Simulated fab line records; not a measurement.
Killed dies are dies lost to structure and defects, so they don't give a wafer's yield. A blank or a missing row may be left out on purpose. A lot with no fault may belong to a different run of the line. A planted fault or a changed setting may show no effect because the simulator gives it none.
Split-lot trial    flow n5-finfet    21 wafers read across 7 lots, on a route 1938 steps long

THE SPLIT ITSELF
At N5_ZERO_LAYER_EXPOSE_08 (exposes mask ZERO, defocus 0 nm, target cd 2000 nm), the setting dose-mj was moved away from the recipe's 16.2 on 11 of the 21 wafers read, by -6.2% to +3.8%. For the rest of the wafers, this setting stayed at what the recipe calls for.

FROM THE SPLIT TO THE READING: what the file shows between them, 2 steps
- N5_ZERO_LAYER_DEVELOP_10: develop time 60 s (also split here: develop-time-s)
- N5_ZERO_LAYER_HARDBAKE_23: time 120 s

THE READING
At N5_ZERO_LAYER_CD_MEAS_11: cd-nm in nanometres, against a target cd of 2000 nm. On this fab line, fault-free wafers typically give 1999.9 nm with a standard deviation of 1.9 nm.

wafer   tool, chamber at the split  dose-mj as run  against the recipe  cd-nm, nm  against lot-mates on the recipe
L076.1  krf-scanner-01, 0           16.2            recipe              1997.3     -
L076.2  krf-scanner-01, 0           15.67           -3.3%               1992.4     -4.9
L076.6  krf-scanner-01, 0           15.67           -3.3%               1988.0     -9.3
L081.2  krf-scanner-01, 0           16.2            recipe              2003.3     -
L081.5  krf-scanner-01, 0           16.2            recipe              2002.6     -
L081.6  krf-scanner-01, 0           16.2            recipe              2003.8     -
L086.3  krf-scanner-01, 0           15.37           -5.1%               1986.6     no lot-mate on the recipe
L086.4  krf-scanner-01, 0           15.37           -5.1%               1987.8     no lot-mate on the recipe
L086.5  krf-scanner-01, 0           15.37           -5.1%               1991.4     no lot-mate on the recipe
L089.2  krf-scanner-01, 0           16.2            recipe              2003.7     -
L089.3  krf-scanner-01, 0           16.2            recipe              2001.7     -
L089.4  krf-scanner-01, 0           16.2            recipe              2002.2     -
L091.3  krf-scanner-02, 0           16.2            recipe              1998.4     -
L091.4  krf-scanner-02, 0           15.6            -3.7%               1995.5     -2.9
L091.5  krf-scanner-02, 0           15.6            -3.7%               1992.1     -6.3
L095.2  krf-scanner-02, 0           16.82           +3.8%               2009.4     no lot-mate on the recipe
L095.4  krf-scanner-02, 0           16.82           +3.8%               2007.6     no lot-mate on the recipe
L095.6  krf-scanner-02, 0           16.82           +3.8%               2009.5     no lot-mate on the recipe
L097.1  krf-scanner-02, 0           16.2            recipe              1998.0     -
L097.3  krf-scanner-02, 0           16.2            recipe              2000.3     -
L097.6  krf-scanner-02, 0           15.19           -6.2%               1989.6     -9.6

THE FIT
A straight line over all 21 wafers: cd-nm changes by +2.23 nm for each +1% of dose-mj; r = +0.94; the points scatter about the line by 2.5 nm.
The same after taking each lot's own level away (the mean of its wafers on the recipe; 15 wafers): +1.58 nm for each +1%; r = +0.91; scatter 1.6 nm.
The reading moves by 9.9 nm for the largest change in dose-mj, on that fit.
Across the lots, their own levels run from 1997.30 to 2003.23 nm, a range of 3.1 times the standard deviation given above.
In other words, the slope is changed by the lot-to-lot level; the two fits disagree.
Check: with one of the wafers moved furthest among these (-6.2%) left out of the fit, the line predicts -10.2 nm for it against its lot-mates. It came out at -9.55 nm against them.

THE OTHER SPLITS THESE WAFERS WENT THROUGH
Note: prior to the reading, these wafers also went through further splits. Each is held against what the fit with the lots' levels taken away leaves over:
other split on the same wafers           wafers away from the commonest value  r with cd-nm (lot level and that fit taken away)
N5_ZERO_LAYER_DEVELOP_10 develop-time-s  5                                     +0.69

THE WHOLE CHAIN: every reading that the file lists as answering this split, in the file's order
step                      what it does              reading                                                            change (the file's fit)               r (the file's)
N5_ZERO_LAYER_CD_MEAS_11  target cd 2000 nm         cd-nm                                                              +1.58 nm for each +1% of the setting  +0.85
N5_ZERO_LAYER_DESCUM_16   chemistry O2, time 7.9 s  ZERO_LAYER.cd-nm (the simulator's own value, which no gauge read)  +1.63 nm for each +1% of the setting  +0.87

THE FILE'S OWN FIT
cd-nm changes by +1.58 nm for each +1% of dose-mj, r = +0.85.
